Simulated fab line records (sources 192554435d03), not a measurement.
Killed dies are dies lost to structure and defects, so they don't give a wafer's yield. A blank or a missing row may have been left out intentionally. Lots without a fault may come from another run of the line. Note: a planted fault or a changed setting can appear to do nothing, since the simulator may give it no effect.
fab line records	flow n5Finfet
record lots=11	wafers=31	lastDay=18
route steps=1938 shown MOL_CONTACT_COAG@545 BEOL_M4@1111 PASSIVATION@1936
lots that met no fault: taken from a fault-free run of the same line
startH: the number of hours between the record's first day and the start of the first shown wafer of the lot	waitH: hours elapsed since this lot's preceding step	" identical to the entry in the row above	L1.1+2: one row covering several wafers at once	- no value, or no start was given	* or withheld: withheld	< > ~ a bound
route shown NAME@n: a module of which the file shows steps, and the number in the route of the first	usual: average and standard deviation across the fault-free wafers	same: alike in all rows	chamber/n: place in a boat	sites: readings site by site	_std_site: standard deviation of those values	_edge_site: the outer-site mean with the inner-site mean subtracted	radiusMm: how far each site lies from the wafer's centre	mask NAME#n: copy n	behind: the tool/chamber that last shaped the wafer	hold: reason for holding the lot/hours on hold/outcome of the hold	device: the transistor (n, p or np) that didn't switch	end of line: the same wafers' tests at the end of the route	where a step has no rows: the recipe by itself	killed: dies lost to structure and defects at the first sort, not the wafer's yield	map: per-die view of a wafer (x killed, . not killed, _ where there is no die)
set.NAME: the run value of the setting; set.NAME@STEP: its run value at that earlier step	model.NAME: the simulator's own value behind a step, which no gauge read
steps of the route over a sample of lots; a table a step, a row a wafer
services: from which hour (startH, from the record's first day; less than 0 if before it) a tool's chamber was out of use, for how many hours, and why
## steps
# step N5_MOL_CONTACT_COAG_SIL_ANNEAL_21
# recipe tempC=550	timeS=60	ambient=N2
# usual lampPowerPct=6.426/0.019	wafer_temp_C_max=552.7/0.83
lot.wafer	tool	chamber	startH	waitH	lampPowerPct	wafer_temp_C_max
L164.2	rtpAnneal-02	0	93.27	0.2	6.421	552.3
L164.5	"	0	"	"	6.407	552.5
L164.6	"	0	"	"	6.412	552.4
L167.1	rtpAnneal-02	0	107.97	0.2	6.416	551.2
L167.2	"	0	"	"	6.424	552.3
L167.5	"	0	"	"	6.408	551.9
L169.2	rtpAnneal-01	0	122.10	0.2	6.435	552.8
L169.3	"	0	"	"	6.424	553.2
L169.4	"	0	"	"	6.441	552.8
L171.2	rtpAnneal-02	0	132.41	0.4	6.415	552.7
L171.5	"	0	"	"	6.412	552.4
L171.6	"	0	"	"	6.402	552.0
L172.1	rtpAnneal-02	0	137.29	0.2	6.405	551.4
L172.5	"	0	"	"	6.411	551.8
L172.6	"	0	"	"	6.415	551.7
L173.1	rtpAnneal-01	0	144.39	0.2	6.429	553.9
L173.3	"	0	"	"	6.442	555.3
L173.4	"	0	"	"	6.430	553.5
L175.1	rtpAnneal-01	0	157.35	0.2	6.446	553.2
L175.3	"	0	"	"	6.442	552.9
L176.3	rtpAnneal-01	0	163.81	0.3	6.442	552.3
L176.5	"	0	"	"	6.432	552.8
L185.1	rtpAnneal-02	0	212.30	0.2	6.411	552.4
L185.4	"	0	"	"	6.405	552.4
L185.5	"	0	"	"	6.411	552.6
L186.2	rtpAnneal-02	0	224.95	0.2	6.415	551.8
L186.4	"	0	"	"	6.399	552.2
L186.6	"	0	"	"	6.408	552.3
L187.4	rtpAnneal-01	0	229.17	0.3	6.441	552.8
L187.5	"	0	"	"	6.447	552.7
L187.6	"	0	"	"	6.442	552.4
# step N5_MOL_CONTACT_COAG_THK_MEAS_29
# recipe reads=SiNx_of_GATE_CUT_PECVD_57+SiNx_of_GATE_CUT_SAC_CAP_01
# usual MD_CAP_THK=17.89/0.094
lot.wafer	tool	chamber	startH	waitH	MD_CAP_THK[nm]
L164.2	filmMetro-02	-	99.85	-	17.92
L164.5	"	-	"	"	17.79
L164.6	"	-	"	"	17.69
L167.1	filmMetro-01	-	116.04	-	17.63
L167.2	"	-	"	"	17.69
L167.5	"	-	"	"	17.83
L169.2	filmMetro-02	-	130.12	-	18.03
L169.3	"	-	"	"	18.01
L169.4	"	-	"	"	17.89
L171.2	filmMetro-01	-	141.71	-	17.70
L171.5	"	-	"	"	17.82
L171.6	"	-	"	"	17.94
L172.1	filmMetro-02	-	143.35	-	17.97
L172.5	"	-	"	"	17.88
L172.6	"	-	"	"	17.89
L173.1	filmMetro-02	-	151.83	-	17.85
L173.3	"	-	"	"	17.93
L173.4	"	-	"	"	17.77
L175.1	filmMetro-02	-	163.67	-	17.87
L175.3	"	-	"	"	17.92
L176.3	filmMetro-02	-	172.42	-	17.92
L176.5	"	-	"	"	18.07
L185.1	filmMetro-02	-	219.29	-	17.91
L185.4	"	-	"	"	18.04
L185.5	"	-	"	"	17.89
L186.2	filmMetro-01	-	232.16	-	17.85
L186.4	"	-	"	"	17.99
L186.6	"	-	"	"	17.84
L187.4	filmMetro-01	-	237.42	-	18.06
L187.5	"	-	"	"	18.04
L187.6	"	-	"	"	18.04
# step N5_MOL_CONTACT_COAG_ALD_123
# recipe material=SiNx	targetThkA=50	tempC=400	aldPrecursorFamily=SiH2I2	aldCoReactant=N2/H2-plasma	pulseTimeS=1	purgeTimeS=2	coReactantPurgeTimeS=2	aldCycles=100	pressureTorr=2
# usual aldCycles=100/0	heaterPowerW=836/75	precursorPulseHeightRel=1.000/0.02
lot.wafer	tool	chamber	startH	waitH	aldCycles	heaterPowerW	precursorPulseHeightRel
L164.2	aldSin-02	3	99.88	0.0	100	821	1.014
L164.5	"	2	"	"	100	767	0.982
L164.6	"	3	"	"	100	812	1.009
L167.1	aldSin-04	2	116.08	0.0	100	943	1.031
L167.2	"	1	"	"	100	909	1.022
L167.5	"	2	"	"	100	923	0.979
L169.2	aldSin-04	0	130.16	0.0	100	779	0.999
L169.3	"	2	"	"	100	921	0.998
L169.4	"	0	"	"	100	788	1.007
L171.2	aldSin-02	1	141.74	0.0	100	812	0.972
L171.5	"	3	"	"	100	832	0.996
L171.6	"	0	"	"	100	726	0.986
L172.1	aldSin-02	3	143.64	0.3	100	829	1.013
L172.5	"	0	"	"	186	756	1.009
L172.6	"	1	"	"	100	800	1.015
L173.1	aldSin-03	3	151.87	0.0	100	819	1.009
L173.3	"	2	"	"	100	836	0.998
L173.4	"	1	"	"	100	912	1.011
L175.1	aldSin-02	2	163.71	0.0	100	773	0.986
L175.3	"	3	"	"	186	800	0.973
L176.3	aldSin-02	1	173.36	0.9	186	787	1.019
L176.5	"	2	"	"	186	773	0.975
L185.1	aldSin-04	0	219.33	0.0	100	777	1.025
L185.4	"	3	"	"	100	1011	1.006
L185.5	"	0	"	"	100	785	1.002
L186.2	aldSin-04	3	232.81	0.7	100	1014	0.954
L186.4	"	2	"	"	100	957	0.987
L186.6	"	0	"	"	100	783	1.008
L187.4	aldSin-02	3	237.87	0.5	100	829	1.015
L187.5	"	3	"	"	100	830	1.003
L187.6	"	2	"	"	100	781	1.018
# step N5_MOL_CONTACT_COAG_CD_MEAS_84
# recipe targetCdNm=25.1	landingEnergyEv=500	detector=seInlens	polarity=opening
# usual cdNm=25.11/0.26
lot.wafer	tool	chamber	startH	waitH	cdNm
L164.2	cdSem-01	0	100.73	-	25.22
L164.5	"	0	"	"	24.75
L164.6	"	0	"	"	25.39
L167.1	cdSem-01	0	116.92	-	24.33
L167.2	"	0	"	"	24.91
L167.5	"	0	"	"	24.62
L169.2	cdSem-03	0	131.00	-	24.63
L169.3	"	0	"	"	24.57
L169.4	"	0	"	"	24.40
L171.2	cdSem-03	0	142.71	-	25.03
L171.5	"	0	"	"	25.45
L171.6	"	0	"	"	25.03
L172.1	cdSem-02	0	144.60	-	24.88
L172.5	"	0	"	"	25.64
L172.6	"	0	"	"	25.35
L173.1	cdSem-02	0	152.71	-	25.03
L173.3	"	0	"	"	24.70
L173.4	"	0	"	"	25.29
L175.1	cdSem-01	0	164.67	-	24.96
L175.3	"	0	"	"	24.95
L176.3	cdSem-01	0	174.21	-	25.21
L176.5	"	0	"	"	25.06
L185.1	cdSem-03	0	220.17	-	25.03
L185.4	"	0	"	"	25.07
L185.5	"	0	"	"	24.80
L186.2	cdSem-01	0	233.78	-	25.59
L186.4	"	0	"	"	24.99
L186.6	"	0	"	"	24.97
L187.4	cdSem-01	0	238.85	-	25.24
L187.5	"	0	"	"	25.38
L187.6	"	0	"	"	25.38
# step N5_BEOL_M4_RC_MEAS_101
# usual DIBL_N=36.3/1.8	DIBL_P=36.5/2.1	IOFF_N=0.16/0.031	IOFF_P=0.22/0.038	ION_N=677/12	ION_P=466/7.8	SS_N=71.5/0.61	SS_P=73.2/0.7	VT_N=249/3	VT_P=-248.9/3
lot.wafer	tool	chamber	startH	waitH	DIBL_N[mV/V]	DIBL_P[mV/V]	IOFF_N[nA/um]	IOFF_P[nA/um]	ION_N[uA/um]	ION_P[uA/um]	SS_N[mV/dec]	SS_P[mV/dec]	VT_N[mV]	VT_P[mV]
L164.2	prober-02	0	187.03	1.1	34.6	35.1	0.14	0.22	676	472	71.2	73.5	251	-245.7
L164.5	"	0	"	"	36.4	37.0	0.17	0.24	682	474	70.5	73.3	246	-246.0
L164.6	"	0	"	"	34.8	34.2	0.13	0.21	662	464	71.4	72.3	252	-249.5
L167.1	prober-02	0	201.17	0.8	35.9	36.8	0.15	0.20	667	456	72.2	73.3	250	-249.2
L167.2	"	0	"	"	36.7	37.7	0.17	0.22	664	459	72.4	73.4	252	-251.5
L167.5	"	0	"	"	36.4	37.2	0.16	0.20	687	463	71.9	73.5	248	-251.7
L171.2	prober-02	0	217.02	0.2	35.5	37.0	0.17	0.27	689	478	71.1	73.5	246	-243.1
L171.5	"	0	"	"	34.6	35.8	0.15	0.24	687	480	71.0	72.2	249	-246.4
L171.6	"	0	"	"	39.3	42.0	0.28	0.38	708	488	72.2	73.6	238	-240.6
L172.1	prober-02	0	226.11	0.0	36.3	36.3	0.14	0.18	665	455	71.3	73.1	252	-255.5
L172.6	"	0	"	"	38.2	39.1	0.18	0.22	693	465	70.9	74.1	249	-252.0
L169.2	prober-01	0	231.71	0.2	38.0	38.8	0.20	0.24	697	470	72.1	74.1	246	-249.7
L169.3	"	0	"	"	38.9	39.3	0.21	0.25	705	468	71.5	74.0	246	-250.0
L169.4	"	0	"	"	37.6	37.4	0.17	0.22	679	458	71.4	74.1	249	-252.2
L173.1	prober-02	0	234.31	0.0	34.3	34.6	0.14	0.21	661	460	71.6	73.9	251	-247.7
L173.3	"	0	"	"	34.2	35.0	0.15	0.21	677	472	71.1	73.3	250	-246.4
L173.4	"	0	"	"	34.7	35.8	0.14	0.21	662	460	72.2	73.0	252	-247.3
L175.1	prober-02	0	248.72	0.0	35.6	34.6	0.15	0.21	664	460	70.8	72.6	251	-247.7
L185.1	prober-02	0	307.68	0.0	32.2	32.2	0.10	0.15	641	449	70.8	72.1	256	-254.0
L185.4	"	0	"	"	32.5	32.5	0.11	0.15	671	462	70.4	72.4	255	-252.8
L185.5	"	0	"	"	33.8	33.8	0.12	0.17	650	453	70.7	72.5	253	-252.0
L187.4	prober-01	0	313.39	0.5	34.1	35.5	0.14	0.20	680	469	71.8	72.6	250	-250.0
L187.5	"	0	"	"	34.1	34.8	0.14	0.19	661	457	71.4	72.4	249	-249.1
L187.6	"	0	"	"	38.3	40.8	0.23	0.31	698	477	71.7	73.5	245	-246.5
L186.2	prober-01	0	316.46	0.2	36.1	36.8	0.17	0.23	682	469	71.8	73.2	248	-249.1
L186.4	"	0	"	"	36.2	36.5	0.16	0.23	682	475	71.7	72.9	248	-246.7
L186.6	"	0	"	"	36.2	37.3	0.16	0.25	683	467	71.4	73.1	249	-244.5
# step N5_PASSIVATION_PROBE_49
# usual defectLimitedYield=91.2/1.5	killed_at_M0_to_M3=33/9.6	killed_at_M4_up=14/5.6	killedAtContacts=14/5.5	killedAtFrontEnd=40/13	killedAtOther=4/3	killedDies=104/17	killedOnRim=14/4.3	killedOpen=68/13	killedShort=33/7.2	sort_bin_4_leakage=0.00/0.014	sort_bin_5_function=5.2/0.95	sort_bin_6_memory=3.3/0.62	sort_bin_8_speed=0.00/0.012	sortNPass=1076/17	sortYieldPct=91.2/1.5
# same grossDies=1180	killedAtBackSide=0
lot.wafer	tool	chamber	startH	waitH	defectLimitedYield[%]	killed_at_M0_to_M3	killed_at_M4_up	killedAtContacts	killedAtFrontEnd	killedAtOther	killedDies	killedOnRim	killedOpen	killedShort	sort_bin_4_leakage[%]	sort_bin_5_function[%]	sort_bin_6_memory[%]	sort_bin_8_speed[%]	sortNPass	sortYieldPct[%]
L164.2	prober-02	-	293.71	0.1	92.9	32	17	15	19	1	84	8	54	26	0	4.6	2.5	0	1096	92.9
L164.5	prober-02	-	293.86	0.2	93.8	21	16	13	20	3	73	13	44	25	0	3.9	1.8	0	1107	93.8
L164.6	prober-02	-	293.91	0.3	91.3	38	20	14	22	9	103	12	73	27	0	5.5	3.0	0	1077	91.3
L167.1	prober-02	-	315.63	0.0	91.0	43	9	9	39	6	106	10	70	36	0	5.3	3.5	0	1074	91.0
L167.2	prober-02	-	315.68	0.1	91.8	27	15	13	34	8	97	9	68	29	0	5.1	2.7	0	1083	91.8
L167.5	prober-02	-	315.83	0.2	91.4	33	10	15	34	10	102	17	66	36	0	5.3	3.1	0	1078	91.4
L171.2	prober-01	-	322.54	0.1	89.7	47	15	19	39	1	121	16	83	38	0	6.8	2.9	0	1059	89.7
L171.5	prober-01	-	322.69	0.2	92.5	46	9	8	25	0	88	9	56	32	0	4.3	2.9	0	1092	92.5
L171.6	prober-01	-	322.74	0.3	91.7	32	19	9	32	6	98	8	70	27	0.17	5.2	2.9	0	1080	91.5
L172.1	prober-02	-	331.90	0.0	91.5	41	18	7	34	0	100	11	68	30	0	5.2	3.1	0	1080	91.5
L172.5	prober-02	-	332.10	0.2	0	23	10	1108	37	2	1180	152	48	33	0	96.9	2.8	0	0	0
L172.6	prober-02	-	332.15	0.3	89.8	54	21	8	35	2	120	10	73	44	0	5.9	3.6	0	1060	89.8
L169.2	prober-01	-	337.64	0.1	92.2	18	16	24	32	2	92	14	66	25	0	4.9	2.7	0	1088	92.2
L169.3	prober-01	-	337.69	0.1	90.4	29	17	24	36	7	113	12	72	38	0	5.3	3.6	0	1067	90.4
L169.4	prober-01	-	337.74	0.2	89.3	33	11	25	44	13	126	16	82	42	0	6.2	4.1	0	1054	89.3
L176.3	prober-02	-	346.95	0.1	0	20	7	1079	70	4	1180	152	69	40	0	96.9	2.8	0	0	0
L176.5	prober-02	-	347.05	0.2	0	23	13	1105	38	1	1180	152	61	27	0	96.9	2.7	0	0	0
L173.1	prober-02	-	347.15	0.2	90.6	28	21	16	41	5	111	16	77	31	0	5.8	3.2	0	1069	90.6
L173.3	prober-02	-	347.25	0.3	89.3	40	20	12	48	6	126	18	86	39	0	6.7	3.8	0	1054	89.3
L173.4	prober-02	-	347.30	0.4	92.6	28	14	14	30	1	87	7	56	28	0	4.4	2.7	0	1093	92.6
L175.1	prober-01	-	360.24	0.0	92.7	27	11	15	30	3	86	11	58	28	0	3.7	3.5	0	1094	92.7
L175.3	prober-01	-	360.34	0.1	0	38	13	1092	28	9	1180	152	73	28	0	96.2	3.5	0	0	0
L185.1	prober-02	-	426.33	0.0	92.0	18	23	2	49	2	94	11	58	28	0	5.1	2.4	0	1086	92.0
L185.4	prober-02	-	426.48	0.2	90.7	36	10	6	53	5	110	22	69	37	0	5.3	3.5	0	1070	90.7
L185.5	prober-02	-	426.53	0.2	92.5	35	2	5	44	2	88	9	54	31	0	4.4	2.8	0.08	1091	92.5
L186.2	prober-01	-	427.08	0.1	92.8	21	22	9	30	3	85	9	61	22	0	4.1	2.9	0	1095	92.8
L186.4	prober-01	-	427.18	0.2	89.6	30	10	10	73	0	123	18	85	31	0	6.2	3.7	0	1057	89.6
L186.6	prober-01	-	427.28	0.3	88.8	30	8	17	72	5	132	16	84	43	0	6.8	3.6	0	1048	88.8
L187.4	prober-01	-	429.20	0.2	93.9	29	10	11	17	5	72	7	41	31	0	3.5	2.5	0	1108	93.9
L187.5	prober-01	-	429.25	0.2	91.9	40	12	11	23	9	95	11	53	40	0	5.3	2.3	0	1085	91.9
L187.6	prober-01	-	429.30	0.3	93.0	37	6	7	31	2	83	14	57	24	0	4.1	2.5	0	1097	93.0
# killed by level:class
L164.2 MOL_CONTACT_COAG:geometricParticle:open=12 BEOL_M1:geometricParticle:open=8 BEOL_M0_SAQP:geometricParticle:short=7 BEOL_M3:geometricParticle:open=7 BEOL_M4:geometricParticle:open=7 FIN_SAQP:geometricParticle:short=4 STI_FIN_REVEAL:geometricParticle:open=3 MOL_CONTACT_COAG:geometricParticle:short=3
L164.5 MOL_CONTACT_COAG:geometricParticle:open=11 BEOL_M0_SAQP:geometricParticle:open=5 BEOL_M2:geometricParticle:open=5 FIN_SAQP:geometricParticle:open=4 GATE_CUT:geometricParticle:short=4 BEOL_M5:geometricParticle:open=4 BEOL_M3:geometricParticle:open=3 BEOL_M5:geometricParticle:short=3
L164.6 MOL_CONTACT_COAG:geometricParticle:open=14 BEOL_M0_SAQP:geometricParticle:open=12 GATE_CUT:geometricParticle:open=10 BEOL_M5:geometricParticle:open=8 GATE_CUT:geometricParticle:short=5 BEOL_M2:geometricParticle:open=5 BEOL_M4:geometricParticle:open=4 BEOL_M0_SAQP:geometricParticle:short=4
L167.1 FIN_SAQP:geometricParticle:open=12 BEOL_M2:geometricParticle:open=11 FIN_SAQP:geometricParticle:short=7 MOL_CONTACT_COAG:geometricParticle:open=7 BEOL_M3:geometricParticle:open=7 DUMMY_GATE:geometricParticle:open=6 BEOL_M0_SAQP:geometricParticle:open=6 BEOL_M0:geometricParticle:open=4
L167.2 MOL_CONTACT_COAG:geometricParticle:open=12 BEOL_M4:geometricParticle:open=10 FIN_SAQP:geometricParticle:short=9 FIN_SAQP:geometricParticle:open=7 DUMMY_GATE:geometricParticle:open=7 BEOL_M3:geometricParticle:open=7 STI_FIN_REVEAL:geometricParticle:open=5 BEOL_M3:geometricParticle:short=5
L167.5 BEOL_M0_SAQP:geometricParticle:open=12 FIN_SAQP:geometricParticle:short=11 FIN_SAQP:geometricParticle:open=10 MOL_CONTACT_COAG:geometricParticle:open=10 BEOL_M0_SAQP:geometricParticle:short=7 PASS1_CAP:geometricParticle:open=7 MOL_CONTACT_COAG:geometricParticle:short=5 BEOL_M3:geometricParticle:open=5
L171.2 STI_FIN_REVEAL:geometricParticle:open=13 BEOL_M0_SAQP:geometricParticle:short=12 BEOL_M0_SAQP:geometricParticle:open=11 MOL_CONTACT_COAG:geometricParticle:open=10 BEOL_M2:geometricParticle:open=10 MOL_CONTACT_COAG:geometricParticle:short=9 BEOL_M3:geometricParticle:open=9 FIN_SAQP:geometricParticle:open=6
L171.5 BEOL_M0_SAQP:geometricParticle:short=13 BEOL_M2:geometricParticle:open=10 BEOL_M0_SAQP:geometricParticle:open=9 STI_FIN_REVEAL:geometricParticle:open=6 MOL_CONTACT_COAG:geometricParticle:open=6 BEOL_M3:geometricParticle:open=5 STARTING-WAFER:geometricParticle:open=5 BEOL_M3:geometricParticle:short=4
L171.6 STI_FIN_REVEAL:geometricParticle:open=13 BEOL_M3:geometricParticle:open=10 MOL_CONTACT_COAG:geometricParticle:open=7 BEOL_M4:geometricParticle:open=7 STARTING-WAFER:geometricParticle:open=6 FIN_SAQP:geometricParticle:short=4 BEOL_M0_SAQP:geometricParticle:short=4 BEOL_M0_SAQP:geometricParticle:open=4
L172.1 BEOL_M2:geometricParticle:open=12 STI_FIN_REVEAL:geometricParticle:open=9 BEOL_M4:geometricParticle:open=8 FIN_SAQP:geometricParticle:short=7 BEOL_M1:geometricParticle:open=7 MOL_CONTACT_COAG:geometricParticle:open=6 BEOL_M0_SAQP:geometricParticle:short=6 ILD0:geometricParticle:short=5
L172.5 MOL_CONTACT_COAG:areaEtch=1095 FIN_SAQP:geometricParticle:short=13 MOL_CONTACT_COAG:geometricParticle:open=12 BEOL_M0:geometricParticle:open=5 FIN_SAQP:geometricParticle:open=4 BEOL_M2:geometricParticle:short=4 STI_FIN_REVEAL:geometricParticle:open=4 ILD0:geometricParticle:short=4
L172.6 BEOL_M2:geometricParticle:open=14 BEOL_M0_SAQP:geometricParticle:short=13 BEOL_M0_SAQP:geometricParticle:open=10 FIN_SAQP:geometricParticle:short=9 BEOL_M3:geometricParticle:open=7 BEOL_M4:geometricParticle:open=7 BEOL_M2:geometricParticle:short=6 ILD0:geometricParticle:short=5
L169.2 MOL_CONTACT_COAG:geometricParticle:open=19 STI_FIN_REVEAL:geometricParticle:open=13 FIN_SAQP:geometricParticle:open=7 BEOL_M4:geometricParticle:open=7 MOL_CONTACT_COAG:geometricParticle:short=5 BEOL_M5:geometricParticle:open=5 GATE_CUT:geometricParticle:short=3 BEOL_M0_SAQP:geometricParticle:short=3
L169.3 MOL_CONTACT_COAG:geometricParticle:open=19 FIN_SAQP:geometricParticle:open=9 FIN_SAQP:geometricParticle:short=7 BEOL_M0_SAQP:geometricParticle:short=6 BEOL_M3:geometricParticle:open=6 DUMMY_GATE:geometricParticle:open=5 MOL_CONTACT_COAG:geometricParticle:short=5 BEOL_M0_SAQP:geometricParticle:open=5
L169.4 MOL_CONTACT_COAG:geometricParticle:open=20 STI_FIN_REVEAL:geometricParticle:open=16 BEOL_M0_SAQP:geometricParticle:open=10 FIN_SAQP:geometricParticle:open=5 FIN_SAQP:geometricParticle:short=5 MOL_CONTACT_COAG:geometricParticle:short=5 BEOL_M1:geometricParticle:short=5 BEOL_M3:geometricParticle:open=5
L176.3 MOL_CONTACT_COAG:areaEtch=1071 STI_FIN_REVEAL:geometricParticle:open=18 FIN_SAQP:geometricParticle:short=16 MOL_CONTACT_COAG:geometricParticle:open=8 GATE_CUT:geometricParticle:short=7 SPACER0:geometricParticle:open=6 STI_FIN_REVEAL:geometricParticle:short=4 SPACER0:geometricParticle:short=4
L176.5 MOL_CONTACT_COAG:areaEtch=1091 MOL_CONTACT_COAG:geometricParticle:open=9 DUMMY_GATE:geometricParticle:open=8 GATE_CUT:geometricParticle:open=6 BEOL_M1:geometricParticle:open=6 MOL_CONTACT_COAG:geometricParticle:short=5 FIN_SAQP:geometricParticle:open=4 FIN_SAQP:geometricParticle:short=4
L173.1 MOL_CONTACT_COAG:geometricParticle:open=13 STI_FIN_REVEAL:geometricParticle:open=11 FIN_SAQP:geometricParticle:open=8 BEOL_M4:geometricParticle:open=8 BEOL_M0_SAQP:geometricParticle:open=7 BEOL_M3:geometricParticle:open=6 FIN_SAQP:geometricParticle:short=5 GATE_CUT:geometricParticle:short=5
L173.3 BEOL_M3:geometricParticle:open=15 STI_FIN_REVEAL:geometricParticle:open=13 MOL_CONTACT_COAG:geometricParticle:open=10 FIN_SAQP:geometricParticle:open=9 FIN_SAQP:geometricParticle:short=6 BEOL_M0_SAQP:geometricParticle:open=6 BEOL_M2:geometricParticle:open=6 BEOL_M4:geometricParticle:open=6
L173.4 MOL_CONTACT_COAG:geometricParticle:open=10 FIN_SAQP:geometricParticle:open=9 FIN_SAQP:geometricParticle:short=8 BEOL_M3:geometricParticle:open=8 BEOL_M0_SAQP:geometricParticle:short=8 STI_FIN_REVEAL:geometricParticle:open=4 MOL_CONTACT_COAG:geometricParticle:short=4 BEOL_M0_SAQP:geometricParticle:open=4
L175.1 MOL_CONTACT_COAG:geometricParticle:open=12 BEOL_M1:geometricParticle:open=10 STI_FIN_REVEAL:geometricParticle:open=7 FIN_SAQP:geometricParticle:open=6 BEOL_M2:geometricParticle:open=5 BEOL_M3:geometricParticle:open=5 FIN_SAQP:geometricParticle:short=4 BEOL_M2:geometricParticle:short=4
L175.3 MOL_CONTACT_COAG:areaEtch=1079 MOL_CONTACT_COAG:geometricParticle:open=12 BEOL_M2:geometricParticle:open=12 BEOL_M1:geometricParticle:open=10 BEOL_M1:geometricParticle:short=6 DUMMY_GATE:geometricParticle:open=5 STARTING-WAFER:geometricParticle:open=5 FIN_SAQP:geometricParticle:open=4
L185.1 FIN_SAQP:geometricParticle:open=8 DUMMY_GATE:geometricParticle:open=8 BEOL_M4:geometricParticle:open=8 STI_FIN_REVEAL:geometricParticle:open=7 GATE_CUT:geometricParticle:short=7 BEOL_M3:geometricParticle:open=5 BEOL_M8:geometricParticle:open=5 BEOL_M0_SAQP:geometricParticle:short=4
L185.4 BEOL_M2:geometricParticle:open=13 FIN_SAQP:geometricParticle:open=12 FIN_SAQP:geometricParticle:short=10 STI_FIN_REVEAL:geometricParticle:open=9 DUMMY_GATE:geometricParticle:open=8 BEOL_M3:geometricParticle:open=7 MOL_CONTACT_COAG:geometricParticle:open=6 BEOL_M0_SAQP:geometricParticle:short=5
L185.5 STI_FIN_REVEAL:geometricParticle:open=13 FIN_SAQP:geometricParticle:open=9 BEOL_M3:geometricParticle:open=8 BEOL_M0_SAQP:geometricParticle:short=8 STI_FIN_REVEAL:geometricParticle:short=5 BEOL_M0_SAQP:geometricParticle:open=5 BEOL_M1:geometricParticle:open=5 FIN_SAQP:geometricParticle:short=4
L186.2 FIN_SAQP:geometricParticle:open=9 BEOL_M5:geometricParticle:open=8 MOL_CONTACT_COAG:geometricParticle:open=7 BEOL_M4:geometricParticle:open=7 BEOL_M0_SAQP:geometricParticle:open=6 BEOL_M3:geometricParticle:open=6 FIN_SAQP:geometricParticle:short=5 GATE_CUT:geometricParticle:short=4
L186.4 FIN_SAQP:geometricParticle:open=36 FIN_SAQP:geometricParticle:short=15 BEOL_M2:geometricParticle:open=12 MOL_CONTACT_COAG:geometricParticle:open=7 BEOL_M0_SAQP:geometricParticle:open=6 BEOL_M4:geometricParticle:open=6 BEOL_M3:geometricParticle:open=5 HKMG_FIN:areaEtch=4
L186.6 FIN_SAQP:geometricParticle:open=29 FIN_SAQP:geometricParticle:short=18 MOL_CONTACT_COAG:geometricParticle:open=14 STI_FIN_REVEAL:geometricParticle:open=9 BEOL_M3:geometricParticle:open=7 BEOL_M0_SAQP:geometricParticle:open=6 STI_FIN_REVEAL:geometricParticle:short=3 GATE_CUT:geometricParticle:short=3
L187.4 BEOL_M0_SAQP:geometricParticle:open=8 BEOL_M0_SAQP:geometricParticle:short=6 MOL_CONTACT_COAG:geometricParticle:open=6 MOL_CONTACT_COAG:geometricParticle:short=5 BEOL_M2:geometricParticle:open=5 GATE_CUT:geometricParticle:short=3 BEOL_M0:geometricParticle:open=3 BEOL_M1:geometricParticle:open=3
L187.5 BEOL_M0_SAQP:geometricParticle:short=18 MOL_CONTACT_COAG:geometricParticle:open=7 BEOL_M2:geometricParticle:open=7 DUMMY_GATE:geometricParticle:open=5 BEOL_M0_SAQP:geometricParticle:open=5 BEOL_M4:geometricParticle:open=5 MIM_TOP_ETCH:geometricParticle:short=4 FIN_SAQP:geometricParticle:short=3
L187.6 FIN_SAQP:geometricParticle:open=11 BEOL_M0_SAQP:geometricParticle:open=9 BEOL_M1:geometricParticle:open=8 FIN_SAQP:geometricParticle:short=7 BEOL_M2:geometricParticle:open=7 MOL_CONTACT_COAG:geometricParticle:open=6 BEOL_M0_SAQP:geometricParticle:short=5 BEOL_M3:geometricParticle:open=4
## services
tool	chamber	startH	hours	kind
aldSin-02	-	85.25	14.0	pm
aldSin-02	0	85.25	14.0	ventCycle
aldSin-02	1	85.25	14.0	ventCycle
aldSin-02	2	85.25	14.0	ventCycle
aldSin-02	3	85.25	14.0	ventCycle
aldSin-02	0	99.25	-	clean
aldSin-02	1	99.25	-	clean
aldSin-02	2	99.25	-	clean
aldSin-02	3	99.25	-	clean
aldSin-02	-	122.50	0.9	repair
aldSin-03	-	178.89	14.0	pm
aldSin-03	0	178.89	14.0	ventCycle
aldSin-03	1	178.89	14.0	ventCycle
aldSin-03	2	178.89	14.0	ventCycle
aldSin-03	3	178.89	14.0	ventCycle
aldSin-03	0	192.89	-	clean
aldSin-03	1	192.89	-	clean
aldSin-03	2	192.89	-	clean
aldSin-03	3	192.89	-	clean
aldSin-03	-	197.04	1.2	repair
aldSin-03	-	212.50	1.6	repair
aldSin-03	-	231.84	14.6	pm
aldSin-04	2	235.80	1.5	repair
## key
firstSign step=N5_MOL_CONTACT_COAG_ALD_123	reading=aldCycles	direction=up	sigmas=99+	usual=*	struck=*
effect step=N5_PASSIVATION_PROBE_49	reading=killedAtContacts	direction=up	sigmas=99+	usual=14	struck=1096
moreKillsBornAt N5_MOL_CONTACT_COAG_ETCH_48@rieDiel-01=2174	N5_MOL_CONTACT_COAG_ETCH_48@rieDiel-05=2162
metAt N5_MOL_CONTACT_COAG_ALD_123
struckLots L172,L175,L176
struckWafers L172.5,L175.3,L176.3,L176.5
laterRowsLeftOut L172.5,L175.3,L176.3,L176.5
notActingAt N5_MOL_CONTACT_COAG_SIL_ANNEAL_21,N5_MOL_CONTACT_COAG_THK_MEAS_29,N5_MOL_CONTACT_COAG_CD_MEAS_84
onsetBetween 141.74 143.64
fault kind=processParameterDrift	tool=aldSin-02	chamber=-	onsetH=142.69	steps=N5_MOL_CONTACT_COAG_ALD_123	channel=aldCycles	offset=*	shape=step	endH=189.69	scope=struckWafersOnly	actsIn=*	stated=*
# laterRowsLeftOut: the simulator's readings of these wafers behind a module that went badly wrong aren't trusted and aren't shown, but for the sort
